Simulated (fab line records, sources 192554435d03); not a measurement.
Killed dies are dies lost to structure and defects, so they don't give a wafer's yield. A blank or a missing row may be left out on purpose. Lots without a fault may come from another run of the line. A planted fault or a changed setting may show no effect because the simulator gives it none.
Chamber matching | flow n5_finfet | N5_HKMG_FIN_ETCH_35 on rie_diel-01: 4 sister chambers
The step etches SOC in N2/H2, target depth 215.8 nm, time 243.4 s. 20 wafers are shown with their chamber, then 10 later ones without.

WAFERS WITH THEIR CHAMBER
wafer  | chamber | drypump_motor_current_A (A) | showerhead_plenum_p_Torr (Torr) | throttle_valve_pct (%)
L074.1 | 0       | 6.3                         | 2.67                            | 17.55
L074.3 | 2       | 5.2                         | 2.73                            | 17.67
L074.6 | 2       | 5.2                         | 2.73                            | 17.68
L075.1 | 3       | 6.6                         | 2.62                            | 17.96
L075.3 | 1       | 5.8                         | 2.39                            | 17.47
L075.4 | 0       | 6.3                         | 2.67                            | 17.58
L077.1 | 2       | 5.2                         | 2.73                            | 17.71
L077.3 | 0       | 6.3                         | 2.67                            | 17.58
L077.6 | 0       | 6.3                         | 2.67                            | 17.56
L076.1 | 2       | 5.2                         | 2.73                            | 17.70
L076.3 | 1       | 5.8                         | 2.39                            | 17.48
L076.6 | 1       | 5.7                         | 2.39                            | 17.50
L083.1 | 3       | 6.6                         | 2.61                            | 18.00
L083.5 | 3       | 6.6                         | 2.61                            | 17.99
L083.6 | 2       | 5.2                         | 2.72                            | 17.71
L085.3 | 0       | 6.3                         | 2.67                            | 17.57
L085.5 | 2       | 5.2                         | 2.72                            | 17.72
L085.6 | 3       | 6.6                         | 2.61                            | 18.00
L088.1 | 1       | 5.8                         | 2.38                            | 17.53
L088.4 | 0       | 6.3                         | 2.66                            | 17.60

SIGNATURES (means of the wafers above)
reading                  | chamber 0 | chamber 1 | chamber 2 | chamber 3 | scatter within a chamber
drypump_motor_current_A  | 6.300     | 5.775     | 5.200     | 6.600     | 0.0217
showerhead_plenum_p_Torr | 2.6683    | 2.3875    | 2.7267    | 2.6125    | 0.00479
throttle_valve_pct       | 17.5733   | 17.4950   | 17.6983   | 17.9875   | 0.0203
Rule: a wafer's distance from a chamber is the root of the sum, over the readings, of the square of ((its reading less the chamber's mean) divided by the reading's scatter). The wafer belongs to the nearest chamber; if the next one is less than 2 further off, it can't be placed. The scatter: the root of (the sum of the squares of (reading less its chamber's mean) over the shown wafers, divided by (wafers less chambers)).

WAFERS WITHOUT THEIR CHAMBER
wafer  | drypump_motor_current_A (A) | showerhead_plenum_p_Torr (Torr) | throttle_valve_pct (%)
L088.5 | 6.3                         | 2.66                            | 17.60
L092.3 | 5.8                         | 2.38                            | 17.54
L092.4 | 5.8                         | 2.38                            | 17.56
L092.6 | 6.3                         | 2.66                            | 17.62
L093.3 | 6.3                         | 2.66                            | 17.64
L093.4 | 5.2                         | 2.71                            | 17.75
L093.6 | 5.8                         | 2.38                            | 17.56
L095.2 | 6.3                         | 2.66                            | 17.62
L095.4 | 6.3                         | 2.66                            | 17.63
L095.6 | 5.2                         | 2.71                            | 17.78

WHICH CHAMBER EACH WENT THROUGH
wafer  | from the rows above | in truth
L088.5 | 0                   | 0
L092.3 | 1                   | 1
L092.4 | 1                   | 1
L092.6 | 0                   | 0
L093.3 | 0                   | 0
L093.4 | 2                   | 2
L093.6 | 1                   | 1
L095.2 | 0                   | 0
L095.4 | 0                   | 0
L095.6 | 2                   | 2
Placed correctly: 10 of 10. Can't be placed from these rows: 0. Placed wrongly: 0.
